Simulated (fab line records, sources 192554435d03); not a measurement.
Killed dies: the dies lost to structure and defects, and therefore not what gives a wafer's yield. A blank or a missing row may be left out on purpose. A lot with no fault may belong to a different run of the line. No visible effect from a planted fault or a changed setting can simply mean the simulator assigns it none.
Matching of chambers | flow n5_finfet | 4 sister chambers for N5_BEOL_M10_ETCH_62 on rie_diel-06
The step etches SOC in N2/H2, target depth 110 nm, overetch 22 nm, time 165 s. 24 wafers are shown with their chamber, then 12 later ones without.

## WAFERS PAIRED WITH THEIR CHAMBERS
wafer  | chamber | drypump_motor_current_A (A) | showerhead_plenum_p_Torr (Torr) | throttle_valve_pct (%)
L075.1 | 0       | 5.8                         | 2.48                            | 17.7
L075.4 | 2       | 5.9                         | 2.48                            | 17.3
L075.5 | 0       | 5.8                         | 2.48                            | 17.7
L078.3 | 1       | 6.0                         | 2.54                            | 18.2
L078.5 | 3       | 6.2                         | 2.43                            | 17.9
L078.6 | 0       | 5.8                         | 2.48                            | 17.7
L077.2 | 1       | 6.0                         | 2.54                            | 18.2
L077.5 | 2       | 5.9                         | 2.48                            | 17.3
L077.6 | 3       | 6.2                         | 2.43                            | 17.9
L080.3 | 2       | 5.9                         | 2.47                            | 17.3
L080.5 | 3       | 6.2                         | 2.43                            | 17.9
L080.6 | 0       | 5.8                         | 2.48                            | 17.7
L083.2 | 3       | 6.2                         | 2.43                            | 17.9
L083.5 | 0       | 5.8                         | 2.48                            | 17.7
L083.6 | 3       | 6.2                         | 2.43                            | 18.0
L084.2 | 2       | 5.9                         | 2.47                            | 17.3
L084.3 | 3       | 6.2                         | 2.43                            | 17.9
L084.6 | 1       | 6.0                         | 2.53                            | 18.2
L089.1 | 1       | 6.0                         | 2.53                            | 18.3
L089.2 | 0       | 5.8                         | 2.47                            | 17.7
L089.5 | 0       | 5.7                         | 2.47                            | 17.7
L088.2 | 2       | 5.9                         | 2.47                            | 17.4
L088.3 | 1       | 6.0                         | 2.53                            | 18.3
L088.5 | 2       | 5.9                         | 2.47                            | 17.4

SIGNATURES, as means of the wafers listed above
reading                  | chamber 0 | chamber 1 | chamber 2 | chamber 3 | scatter within a chamber
drypump_motor_current_A  | 5.786     | 6.000     | 5.900     | 6.200     | 0.0207
showerhead_plenum_p_Torr | 2.4771    | 2.5340    | 2.4733    | 2.4300    | 0.00445
throttle_valve_pct       | 17.700    | 18.240    | 17.333    | 17.917    | 0.041
Rule: for a wafer and a chamber, the distance is found by dividing, reading by reading, the gap between the wafer's reading and the chamber's mean by the reading's scatter, squaring, summing and taking the root. The wafer belongs to the nearest chamber; if the next one is less than 2 further off, it can't be placed. How the scatter is found: for the shown wafers, subtract from each reading the mean of its chamber, square and add these, divide the total by (wafers less chambers), then take the root.

## WAFERS MISSING THEIR CHAMBER
wafer  | drypump_motor_current_A (A) | showerhead_plenum_p_Torr (Torr) | throttle_valve_pct (%)
L091.2 | 6.0                         | 2.53                            | 18.3
L091.4 | 6.2                         | 2.42                            | 18.0
L091.5 | 5.8                         | 2.47                            | 17.7
L093.1 | 5.9                         | 2.46                            | 17.4
L093.3 | 5.8                         | 2.47                            | 17.7
L093.6 | 6.2                         | 2.42                            | 18.0
L094.2 | 5.8                         | 2.47                            | 17.8
L094.3 | 6.0                         | 2.52                            | 18.3
L094.5 | 5.8                         | 2.47                            | 17.8
L096.3 | 6.0                         | 2.52                            | 18.3
L096.4 | 5.8                         | 2.46                            | 17.8
L096.5 | 6.0                         | 2.52                            | 18.3

## THE CHAMBER EACH PASSED THROUGH
wafer  | from the rows above | in truth
L091.2 | 1                   | 1
L091.4 | 3                   | 3
L091.5 | 0                   | 0
L093.1 | 2                   | 2
L093.3 | 0                   | 0
L093.6 | 3                   | 3
L094.2 | 0                   | 0
L094.3 | 1                   | 1
L094.5 | 0                   | 0
L096.3 | 1                   | 1
L096.4 | 0                   | 0
L096.5 | 1                   | 1
Placed correctly: 12 of 12. Number that these rows cannot place: 0. 0 placed wrongly.
